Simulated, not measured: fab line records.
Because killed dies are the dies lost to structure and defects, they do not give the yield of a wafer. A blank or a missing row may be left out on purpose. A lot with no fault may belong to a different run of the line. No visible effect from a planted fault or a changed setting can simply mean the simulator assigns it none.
fab line records / flow n5Finfet
record: lots: 4 wafers: 12 lastDay: 17
route steps=1938 shown BEOL_M7@1281
lots that met no fault: taken from a fault-free run of the same line
startH: hours from the record's first day to the start of the lot's first wafer shown / waitH: time in hours since the lot's previous step / " the same as in the row above / L1.1+2: several wafers, shown together as one row / - either no value or no given start / * or withheld: withheld / < > ~ a bound
route shown NAME@n: a module of which the file shows steps, and the number in the route of the first / usual: mean and standard deviation over wafers with no fault / same: alike in all rows / chamber/n: place in a boat / sites: per-site readings / _std_site: standard deviation of those values / _edge_site: inner sites' mean taken away from outer sites' mean / radiusMm: for every site, how far away it sits from the centre of the wafer / mask NAME#n: copy n / behind: the tool/chamber that last shaped the wafer / hold: cause of the lot's hold/its duration in hours/its outcome / device: the transistor (n, p or np) that didn't switch / end of line: the tests these same wafers got at the end of their route / where a step has no rows: the recipe by itself / killed: not the wafer's yield, but the dies lost to structure and defects at the first sort / map: shows each die of a wafer: x if killed, . if not, _ if none is there
set.NAME: the run value of the setting; set.NAME@STEP: its run value at that earlier step / model.NAME: the simulator's own value behind a step, which no gauge read
lots seen at some steps along the route; tables by step, rows by wafer
services: the hour from which a tool's chamber was out of use, counted from the record's first day as startH (under 0 if before that day), plus the number of hours and why
== steps ==
step: N5_BEOL_M7_ETCH_62
recipe: chemistry: N2/H2 target: SOC targetDepthA: 1100 overetchA: 220 maskMaterial: SiARC tempC: 40 timeS: 165 ionEnergyEv: 200 pressureMtorr: 30 sourceW: 840 biasW: 150 n2FlowSccm: 200 h2FlowSccm: 200
step: N5_BEOL_M7_STRIP_68
recipe: chemistry: N2/H2 tempC: 40 n2FlowSccm: 200 h2FlowSccm: 200 rfFrequencyHz: 6e+07
step: N5_BEOL_M7_STRIP_67
recipe: chemistry: CF4 resist: SiARC powerW: 300 biasPowerW: 75 pressureMtorr: 50 cf4FlowSccm: 150 rfFrequencyHz: 6e+07
step: N5_BEOL_M7_HM_OPEN_17
recipe: chemistry: Cl2/BCl3 targetDepthA: 200 overetchA: 60 target: TiN maskMaterial: SOC ionEnergyEv: 150 pressureMtorr: 10 icpW: 1000 biasW: 126 Cl2_flow_sccm: 53.25 bcl3FlowSccm: 21.75 Ar_flow_sccm: 25
step: N5_BEOL_M7_STRIP_19
recipe: chemistry: O2 powerW: 400 tempC: 40 pressureMtorr: 30 rfFrequencyHz: 6e+07 biasPowerW: 0 overashFraction: 0.2 o2FlowSccm: 225
step: N5_BEOL_M7_COAT_63
recipe: resist: SOC tempC: 250 timeS: 60 spinRpm: 1500 resistThkNm: 60
step: N5_BEOL_M7_COAT_64
recipe: resist: SiARC tempC: 220 timeS: 60 spinRpm: 1500 resistThkNm: 12
step: N5_BEOL_M7_COAT_71
recipe: resist: underlayer tempC: 205 timeS: 60 spinRpm: 1500 resistThkNm: 5
step: N5_BEOL_M7_COAT_22
recipe: resist: CAR-EUV spinRpm: 1500 resistThkNm: 30
step: N5_BEOL_M7_EBR_24
recipe: solvent: PGMEA ebrWidthMm: 1.5
step: N5_BEOL_M7_SOFTBAKE_23
recipe: tempC: 110 timeS: 60 resist: CAR-EUV
step: N5_BEOL_M7_EXPOSE_25
recipe: maskId: V6 na: 0.33 sourceShape: annular sigmaInner: 0.4 sigmaOuter: 0.8 polarization: unpolarized targetCdNm: 40 doseMj: 42.5
usual: exposureDoseMJCm2: 42.45/0.059
same: na: 0.33 sigmaOuter: 0.8
lot.wafer=L162.1 tool=euvScanner-01 chamber=0 startH=223.49 waitH=- mask=V6#0 exposureDoseMJCm2=42.45
lot.wafer=L162.5 tool=euvScanner-01 chamber=0 startH=223.49 waitH=- mask=V6#0 exposureDoseMJCm2=42.32
lot.wafer=L162.6 tool=euvScanner-01 chamber=0 startH=223.49 waitH=- mask=V6#0 exposureDoseMJCm2=42.39
lot.wafer=L174.4 tool=euvScanner-01 chamber=0 startH=294.21 waitH=- mask=V6#0 exposureDoseMJCm2=44.87
lot.wafer=L174.5 tool=euvScanner-01 chamber=0 startH=294.21 waitH=- mask=V6#0 exposureDoseMJCm2=44.84
lot.wafer=L174.6 tool=euvScanner-01 chamber=0 startH=294.21 waitH=- mask=V6#0 exposureDoseMJCm2=44.93
lot.wafer=L173.1 tool=euvScanner-01 chamber=0 startH=300.49 waitH=- mask=V6#0 exposureDoseMJCm2=44.38
lot.wafer=L173.4 tool=euvScanner-01 chamber=0 startH=300.49 waitH=- mask=V6#0 exposureDoseMJCm2=44.33
lot.wafer=L173.5 tool=euvScanner-01 chamber=0 startH=300.49 waitH=- mask=V6#0 exposureDoseMJCm2=44.36
lot.wafer=L177.3 tool=euvScanner-02 chamber=0 startH=326.06 waitH=- mask=V6#0 exposureDoseMJCm2=42.51
lot.wafer=L177.5 tool=euvScanner-02 chamber=0 startH=326.06 waitH=- mask=V6#0 exposureDoseMJCm2=42.56
lot.wafer=L177.6 tool=euvScanner-02 chamber=0 startH=326.06 waitH=- mask=V6#0 exposureDoseMJCm2=42.46
step: N5_BEOL_M7_PEB_26
recipe: pebTempC: 100 pebTimeS: 60 resist: CAR-EUV
step: N5_BEOL_M7_DEVELOP_27
recipe: developTimeS: 30 developer: TMAH resist: CAR-EUV rinseLiquid: surfactantRinse dry: airSpin devTempC: 23
step: N5_BEOL_M7_CD_MEAS_28
recipe: targetCdNm: 40 landingEnergyEv: 500 detector: seInlens
usual: cdNm: 40.00/0.23
lot.wafer=L162.1 tool=cdSem-01 chamber=0 startH=223.62 waitH=- cdNm=40.09
lot.wafer=L162.5 tool=cdSem-01 chamber=0 startH=223.62 waitH=- cdNm=39.74
lot.wafer=L162.6 tool=cdSem-01 chamber=0 startH=223.62 waitH=- cdNm=39.99
lot.wafer=L174.4 tool=cdSem-01 chamber=0 startH=294.33 waitH=- cdNm=41.57
lot.wafer=L174.5 tool=cdSem-01 chamber=0 startH=294.33 waitH=- cdNm=41.22
lot.wafer=L174.6 tool=cdSem-01 chamber=0 startH=294.33 waitH=- cdNm=41.34
lot.wafer=L173.1 tool=cdSem-03 chamber=0 startH=300.62 waitH=- cdNm=40.84
lot.wafer=L173.4 tool=cdSem-03 chamber=0 startH=300.62 waitH=- cdNm=41.05
lot.wafer=L173.5 tool=cdSem-03 chamber=0 startH=300.62 waitH=- cdNm=40.78
lot.wafer=L177.3 tool=cdSem-01 chamber=0 startH=326.18 waitH=- cdNm=39.88
lot.wafer=L177.5 tool=cdSem-01 chamber=0 startH=326.18 waitH=- cdNm=39.84
lot.wafer=L177.6 tool=cdSem-01 chamber=0 startH=326.18 waitH=- cdNm=39.66
step: N5_BEOL_M7_DESCUM_33
recipe: chemistry: O2 timeS: 7 sourcePowerW: 50 biasPowerW: 20 pressureMtorr: 20 rfFrequencyHz: 2.712e+07 tempC: 40 resist: CAR-EUV o2FlowSccm: 225
usual: biasPowerW: 20.00/0.06 drypumpMotorCurrentA: 6.0/0.41 oesProductAu: 0.79/0.097 rfVppV: 243.3/1.3 showerheadPlenumPTorr: 2.09/0.061 throttleValvePct: 20.40/0.24
lot.wafer=L162.1 tool=rieDiel-02 chamber=0 startH=223.75 waitH=0.0 biasPowerW=20.00 drypumpMotorCurrentA=6.7 oesProductAu=0.87 rfHoursCounterH=65 rfVppV=244.9 showerheadPlenumPTorr=2.14 throttleValvePct=20.15 model.BEOL_M7.cdNm=40
lot.wafer=L162.5 tool=rieDiel-02 chamber=3 startH=223.75 waitH=0.0 biasPowerW=20.07 drypumpMotorCurrentA=5.9 oesProductAu=0.73 rfHoursCounterH=- rfVppV=241.7 showerheadPlenumPTorr=1.98 throttleValvePct=20.12 model.BEOL_M7.cdNm=40.2
lot.wafer=L162.6 tool=rieDiel-02 chamber=2 startH=223.75 waitH=0.0 biasPowerW=19.98 drypumpMotorCurrentA=5.7 oesProductAu=1.03 rfHoursCounterH=- rfVppV=245.6 showerheadPlenumPTorr=2.21 throttleValvePct=20.33 model.BEOL_M7.cdNm=40.2
lot.wafer=L174.4 tool=rieDiel-03 chamber=0 startH=294.47 waitH=0.0 biasPowerW=20.03 drypumpMotorCurrentA=5.3 oesProductAu=0.77 rfHoursCounterH=- rfVppV=244.4 showerheadPlenumPTorr=2.11 throttleValvePct=20.47 model.BEOL_M7.cdNm=41.4
lot.wafer=L174.5 tool=rieDiel-03 chamber=1 startH=294.47 waitH=0.0 biasPowerW=19.94 drypumpMotorCurrentA=5.9 oesProductAu=0.90 rfHoursCounterH=- rfVppV=243.1 showerheadPlenumPTorr=2.03 throttleValvePct=20.20 model.BEOL_M7.cdNm=41.2
lot.wafer=L174.6 tool=rieDiel-03 chamber=3 startH=294.47 waitH=0.0 biasPowerW=19.97 drypumpMotorCurrentA=6.4 oesProductAu=0.69 rfHoursCounterH=- rfVppV=245.2 showerheadPlenumPTorr=2.15 throttleValvePct=20.55 model.BEOL_M7.cdNm=41.2
lot.wafer=L173.1 tool=rieDiel-01 chamber=1 startH=301.24 waitH=0.5 biasPowerW=20.01 drypumpMotorCurrentA=6.0 oesProductAu=0.85 rfHoursCounterH=62 rfVppV=241.6 showerheadPlenumPTorr=2.05 throttleValvePct=20.61 model.BEOL_M7.cdNm=41
lot.wafer=L173.4 tool=rieDiel-01 chamber=3 startH=301.24 waitH=0.5 biasPowerW=19.97 drypumpMotorCurrentA=5.9 oesProductAu=0.70 rfHoursCounterH=231 rfVppV=242.3 showerheadPlenumPTorr=2.05 throttleValvePct=20.38 model.BEOL_M7.cdNm=40.8
lot.wafer=L173.5 tool=rieDiel-01 chamber=1 startH=301.24 waitH=0.5 biasPowerW=20.03 drypumpMotorCurrentA=6.0 oesProductAu=0.86 rfHoursCounterH=- rfVppV=243.3 showerheadPlenumPTorr=2.05 throttleValvePct=20.61 model.BEOL_M7.cdNm=41.2
lot.wafer=L177.3 tool=rieDiel-02 chamber=2 startH=326.32 waitH=0.1 biasPowerW=19.98 drypumpMotorCurrentA=5.7 oesProductAu=0.92 rfHoursCounterH=33 rfVppV=245.5 showerheadPlenumPTorr=2.20 throttleValvePct=20.39 model.BEOL_M7.cdNm=40
lot.wafer=L177.5 tool=rieDiel-02 chamber=3 startH=326.32 waitH=0.1 biasPowerW=20.03 drypumpMotorCurrentA=5.8 oesProductAu=0.72 rfHoursCounterH=- rfVppV=242.2 showerheadPlenumPTorr=1.97 throttleValvePct=20.15 model.BEOL_M7.cdNm=40
lot.wafer=L177.6 tool=rieDiel-02 chamber=0 startH=326.32 waitH=0.1 biasPowerW=19.98 drypumpMotorCurrentA=6.7 oesProductAu=0.82 rfHoursCounterH=- rfVppV=242.5 showerheadPlenumPTorr=2.13 throttleValvePct=20.17 model.BEOL_M7.cdNm=40
step: N5_BEOL_M7_ETCH_72
recipe: chemistry: N2/H2 target: underlayer targetDepthA: 65 maskMaterial: CAR-EUV timeS: 5.2 ionEnergyEv: 200 pressureMtorr: 30 sourceW: 840 biasW: 150 n2FlowSccm: 200 h2FlowSccm: 200 ends: cleared
step: N5_BEOL_M7_ETCH_65
recipe: chemistry: CF4 target: SiARC targetDepthA: 156 maskMaterial: CAR-EUV timeS: 26 ionEnergyEv: 80 pressureMtorr: 40 sourceW: 545 biasW: 36 Ar_flow_sccm: 100 cf4FlowSccm: 100 ends: cleared
step: N5_BEOL_M7_ETCH_66
recipe: chemistry: N2/H2 target: SOC targetDepthA: 800 overetchA: 160 maskMaterial: SiARC tempC: 40 timeS: 120 ionEnergyEv: 200 pressureMtorr: 30 sourceW: 840 biasW: 150 n2FlowSccm: 200 h2FlowSccm: 200
step: N5_BEOL_M7_STRIP_69
recipe: chemistry: N2/H2 tempC: 40 n2FlowSccm: 200 h2FlowSccm: 200 rfFrequencyHz: 6e+07
step: N5_BEOL_M7_STRIP_73
recipe: chemistry: N2/H2 tempC: 40 n2FlowSccm: 200 h2FlowSccm: 200 rfFrequencyHz: 6e+07
step: N5_BEOL_M7_VIA_ETCH_34
recipe: chemistry: C4F6/O2 target: SiCOH_lowk targetDepthA: 1255 maskMaterial: SOC taperDeg: 4 timeS: 50.5 ionEnergyEv: 250 pressureMtorr: 30 sourceW: 345 biasW: 185 Ar_flow_sccm: 300 C4F6_flow_sccm: 10 O2_flow_sccm: 10
usual: drypumpMotorCurrentA: 6.0/0.41 mfcArSccm: 300.1/0.84 oes_o_777_au: 0.79/0.081 oesProductAu: 0.79/0.096 rfVppV: 669/23 showerheadPlenumPTorr: 2.83/0.08 throttleValvePct: 20.81/0.21
lot.wafer=L162.1 tool=rieDiel-02 chamber=0 startH=223.93 waitH=0.0 drypumpMotorCurrentA=6.7 mfcArSccm=299.1 oes_o_777_au=0.86 oesProductAu=0.86 rfHoursCounterH=65 rfVppV=650 showerheadPlenumPTorr=2.89 throttleValvePct=20.52 model.BEOL_M7.cdNm=40
lot.wafer=L162.5 tool=rieDiel-02 chamber=3 startH=223.93 waitH=0.0 drypumpMotorCurrentA=5.8 mfcArSccm=300.3 oes_o_777_au=0.71 oesProductAu=0.73 rfHoursCounterH=- rfVppV=705 showerheadPlenumPTorr=2.70 throttleValvePct=20.61 model.BEOL_M7.cdNm=40
lot.wafer=L162.6 tool=rieDiel-02 chamber=2 startH=223.93 waitH=0.0 drypumpMotorCurrentA=5.7 mfcArSccm=300.2 oes_o_777_au=1.05 oesProductAu=1.05 rfHoursCounterH=- rfVppV=682 showerheadPlenumPTorr=3.01 throttleValvePct=20.86 model.BEOL_M7.cdNm=40.8
lot.wafer=L174.4 tool=rieDiel-03 chamber=0 startH=294.65 waitH=0.0 drypumpMotorCurrentA=5.3 mfcArSccm=299.6 oes_o_777_au=0.78 oesProductAu=0.75 rfHoursCounterH=- rfVppV=676 showerheadPlenumPTorr=2.82 throttleValvePct=20.72 model.BEOL_M7.cdNm=41.2
lot.wafer=L174.5 tool=rieDiel-03 chamber=1 startH=294.65 waitH=0.0 drypumpMotorCurrentA=5.8 mfcArSccm=300.7 oes_o_777_au=0.79 oesProductAu=0.88 rfHoursCounterH=- rfVppV=688 showerheadPlenumPTorr=2.78 throttleValvePct=20.71 model.BEOL_M7.cdNm=41.2
lot.wafer=L174.6 tool=rieDiel-03 chamber=3 startH=294.65 waitH=0.0 drypumpMotorCurrentA=6.4 mfcArSccm=299.8 oes_o_777_au=0.75 oesProductAu=0.69 rfHoursCounterH=- rfVppV=617 showerheadPlenumPTorr=2.89 throttleValvePct=20.82 model.BEOL_M7.cdNm=41.8
lot.wafer=L173.1 tool=rieDiel-01 chamber=1 startH=301.42 waitH=0.0 drypumpMotorCurrentA=6.1 mfcArSccm=300.7 oes_o_777_au=0.84 oesProductAu=0.84 rfHoursCounterH=62 rfVppV=666 showerheadPlenumPTorr=2.77 throttleValvePct=20.97 model.BEOL_M7.cdNm=41
lot.wafer=L173.4 tool=rieDiel-01 chamber=3 startH=301.42 waitH=0.0 drypumpMotorCurrentA=5.9 mfcArSccm=300.3 oes_o_777_au=0.66 oesProductAu=0.68 rfHoursCounterH=231 rfVppV=669 showerheadPlenumPTorr=2.82 throttleValvePct=21.06 model.BEOL_M7.cdNm=40.4
lot.wafer=L173.5 tool=rieDiel-01 chamber=1 startH=301.42 waitH=0.0 drypumpMotorCurrentA=6.1 mfcArSccm=300.0 oes_o_777_au=0.84 oesProductAu=0.85 rfHoursCounterH=- rfVppV=666 showerheadPlenumPTorr=2.77 throttleValvePct=20.96 model.BEOL_M7.cdNm=41.2
lot.wafer=L177.3 tool=rieDiel-02 chamber=2 startH=326.50 waitH=0.0 drypumpMotorCurrentA=5.7 mfcArSccm=299.0 oes_o_777_au=0.95 oesProductAu=0.95 rfHoursCounterH=33 rfVppV=680 showerheadPlenumPTorr=3.00 throttleValvePct=20.91 model.BEOL_M7.cdNm=40.2
lot.wafer=L177.5 tool=rieDiel-02 chamber=3 startH=326.50 waitH=0.0 drypumpMotorCurrentA=5.9 mfcArSccm=301.6 oes_o_777_au=0.69 oesProductAu=0.71 rfHoursCounterH=- rfVppV=706 showerheadPlenumPTorr=2.69 throttleValvePct=20.63 model.BEOL_M7.cdNm=39.8
lot.wafer=L177.6 tool=rieDiel-02 chamber=0 startH=326.50 waitH=0.0 drypumpMotorCurrentA=6.6 mfcArSccm=299.2 oes_o_777_au=0.83 oesProductAu=0.82 rfHoursCounterH=- rfVppV=651 showerheadPlenumPTorr=2.88 throttleValvePct=20.56 model.BEOL_M7.cdNm=39.8
step: N5_BEOL_M7_STRIP_76
recipe: chemistry: C4F6/O2 resist: SiARC rfFrequencyHz: 6e+07
== services ==
tool=rieDiel-02 chamber=2 startH=203.25 hours=- kind=clean
tool=rieDiel-02 chamber=2 startH=203.25 hours=- kind=consumableReplace:focusRing
tool=rieDiel-02 chamber=2 startH=203.25 hours=- kind=consumableReplace:showerhead
tool=rieDiel-02 chamber=2 startH=203.25 hours=16.7 kind=scheduledDown
tool=rieDiel-02 chamber=2 startH=203.25 hours=16.7 kind=ventCycle
tool=rieDiel-01 chamber=1 startH=203.57 hours=9.8 kind=repair
tool=euvScanner-01 chamber=- startH=206.23 hours=0.2 kind=repair
tool=euvScanner-01 chamber=- startH=208.01 hours=1.0 kind=pm
tool=euvScanner-02 chamber=- startH=211.73 hours=12.0 kind=pm
tool=euvScanner-01 chamber=- startH=223.73 hours=4.6 kind=pm
tool=euvScanner-02 chamber=- startH=228.33 hours=1.0 kind=pm
tool=rieDiel-01 chamber=3 startH=254.41 hours=9.7 kind=repair
tool=rieDiel-02 chamber=3 startH=255.88 hours=9.2 kind=repair
tool=euvScanner-01 chamber=- startH=264.16 hours=1.0 kind=pm
tool=rieDiel-03 chamber=3 startH=274.13 hours=5.8 kind=repair
tool=rieDiel-01 chamber=3 startH=275.10 hours=4.1 kind=repair
tool=rieDiel-03 chamber=2 startH=283.09 hours=- kind=clean
tool=rieDiel-03 chamber=2 startH=283.09 hours=- kind=consumableReplace:focusRing
tool=rieDiel-03 chamber=2 startH=283.09 hours=32.6 kind=scheduledDown
tool=rieDiel-03 chamber=2 startH=283.09 hours=32.6 kind=ventCycle
tool=euvScanner-02 chamber=- startH=284.28 hours=1.0 kind=pm
tool=euvScanner-01 chamber=0 startH=292.51 hours=- kind=calibration
tool=rieDiel-03 chamber=0 startH=311.45 hours=3.0 kind=repair
tool=euvScanner-01 chamber=- startH=320.31 hours=1.0 kind=pm
== key ==
firstSign: step: N5_BEOL_M7_EXPOSE_25 reading: exposureDoseMJCm2 direction: up sigmas: 37 usual: 42.45 struck: 44.62
effect: step: N5_BEOL_M7_CD_MEAS_28 reading: cdNm direction: up sigmas: 5 usual: 40.00 struck: 41.13 through: controlLoop
modelEffect: step: N5_BEOL_M7_DESCUM_33 value: BEOL_M7.cdNm without: 40.13 struck: 41.13
modelEffect: step: N5_BEOL_M7_VIA_ETCH_34 value: BEOL_M7.cdNm without: 40.07 struck: 41.13
metAt N5_BEOL_M7_EXPOSE_25
struckWafers L173.1,L173.4,L173.5,L174.4,L174.5,L174.6
loopTrim: step: N5_BEOL_M7_EXPOSE_25 setting: dose lots: L173
onsetBetween 223.49 294.21
fault: kind: processParameterDrift tool: euvScanner-01 chamber: - onsetH: 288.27 steps: N5_BEOL_M7_EXPOSE_25 channel: doseMj offset: 2.4432 shape: step actsIn: theseRecipesOnly stated: 42.5
loopTrim: a control loop set the setting to another value than it would have without faults
